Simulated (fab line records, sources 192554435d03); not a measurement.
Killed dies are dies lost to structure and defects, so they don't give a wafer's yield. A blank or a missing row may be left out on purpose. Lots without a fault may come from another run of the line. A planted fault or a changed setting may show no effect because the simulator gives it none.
Problem report in the 8D (eight disciplines) form, filled by code | flow n5_finfet | the parts of the form that need people (team, actions taken, sign-off) are left out

1. THE PROBLEM
killed_at_front_end at N5_PASSIVATION_PROBE_49 reads a mean of 190 on 2 wafers of 2 lots; wafers without a fault read 43 with a standard deviation of 11. That is +13 standard deviations from the usual mean.
First seen on wafer L631.5, day 16 08:09, on prober-01. The record holds 33 wafers of 11 lots with a number at this step. Rule for "out", or "out of limits": more than 4 standard deviations from the usual mean. The other wafers with a number count as sound.

2. WHAT IT IS AND WHAT IT IS NOT
question                    | is                                                                                                       | is not
which readings at this step | killed_at_front_end, defect_limited_yield, killed_dies, sort_bin_5_function, sort_n_pass, sort_yield_pct | killed_at_M0_to_M3, killed_at_M4_up, killed_at_contacts, killed_at_other, killed_open, killed_short
which lots                  | L631, L632                                                                                               | L615, L616, L617, L618, L619, L620, L621, L623, L625
which wafers of those lots  | L631.5, L632.2                                                                                           | L631.1, L631.6, L632.1, L632.4
read on which tools         | prober-01                                                                                                | prober-02
when                        | from day 16 08:09                                                                                        | up to then (25 sound wafers); but 6 sound wafers of L617, L631, L632 came after

3. SUSPECTS, AND WHAT RULES EACH OUT
Counting: a tool at a process step up to the reading stays a suspect if it ran every lot that is out. Sound lots after the first of them don't rule it out here, since some wafers of a struck lot are sound.
- rie_diel-03 at N5_HKMG_FIN_STRIP_89 (strips SOC in N2/H2, time 20 s): kept. It ran every lot that is out, first L631 (day 8 05:17); its last sound lot up to then is L625 (day 6 18:18).
- prober-01 at N5_PASSIVATION_PROBE_49: kept. It ran every lot that is out, first L631 (day 16 07:57); its last sound lot up to then is L620 (day 13 10:57). Its own readings are out on those wafers: defect_limited_yield, killed_at_front_end, killed_dies, sort_bin_5_function, sort_n_pass, sort_yield_pct.
- Within rie_diel-03 at N5_HKMG_FIN_STRIP_89: the wafers that are out ran in chamber 1; their sound lot-mates ran in chambers 0, 2, 3.
Left after counting: rie_diel-03 at N5_HKMG_FIN_STRIP_89, prober-01 at N5_PASSIVATION_PROBE_49.

4. THE CAUSE (what the simulator had put in)
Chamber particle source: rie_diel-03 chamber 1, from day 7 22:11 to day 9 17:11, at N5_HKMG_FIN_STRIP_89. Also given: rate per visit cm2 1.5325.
Counting left 2 suspects, and this tool is among them.

5. THE CHAIN OF EFFECTS, in route order
Each row: a reading whose mean over the struck wafers that have a number lies more than 3 standard deviations from the usual. Only readings for which the record gives a usual standard deviation are gone through. hours: the time from each lot's start at the first step in this table that gives one to its start at this step, as a median over the lots. sigmas: the change in usual standard deviations.
hours | step                    | reading              | usual  | on struck wafers | change | sigmas
0     | N5_PASSIVATION_PROBE_49 | defect_limited_yield | 91.0 % | 79.7             | -11.3  | -8.7
0     | N5_PASSIVATION_PROBE_49 | killed_at_front_end  | 43     | 190              | +148   | +13
0     | N5_PASSIVATION_PROBE_49 | killed_dies          | 106    | 239              | +133   | +8.9
0     | N5_PASSIVATION_PROBE_49 | sort_bin_4_leakage   | 0.00 % | 0.04             | +0.04  | +4.0
0     | N5_PASSIVATION_PROBE_49 | sort_bin_5_function  | 5.3 %  | 12.0             | +6.7   | +7.6
0     | N5_PASSIVATION_PROBE_49 | sort_n_pass          | 1074   | 940              | -134   | -8.9
0     | N5_PASSIVATION_PROBE_49 | sort_yield_pct       | 91.0 % | 79.7             | -11.3  | -8.7
The process steps in it:
- N5_PASSIVATION_PROBE_49

6. WHAT WOULD HAVE CAUGHT IT SOONER
In this record the first reading out of limits was taken at day 16 08:09, 202 hours after the fault began at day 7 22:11.
Of the tool readings at N5_HKMG_FIN_STRIP_89 for which the record gives a usual standard deviation, none was out on any struck wafer, so an alarm limit of 4 standard deviations on them would not have fired.
All the lots that are out (2) had begun N5_HKMG_FIN_STRIP_89 on rie_diel-03 by day 16 08:09. A hold on the tool at that time would have spared none of them.
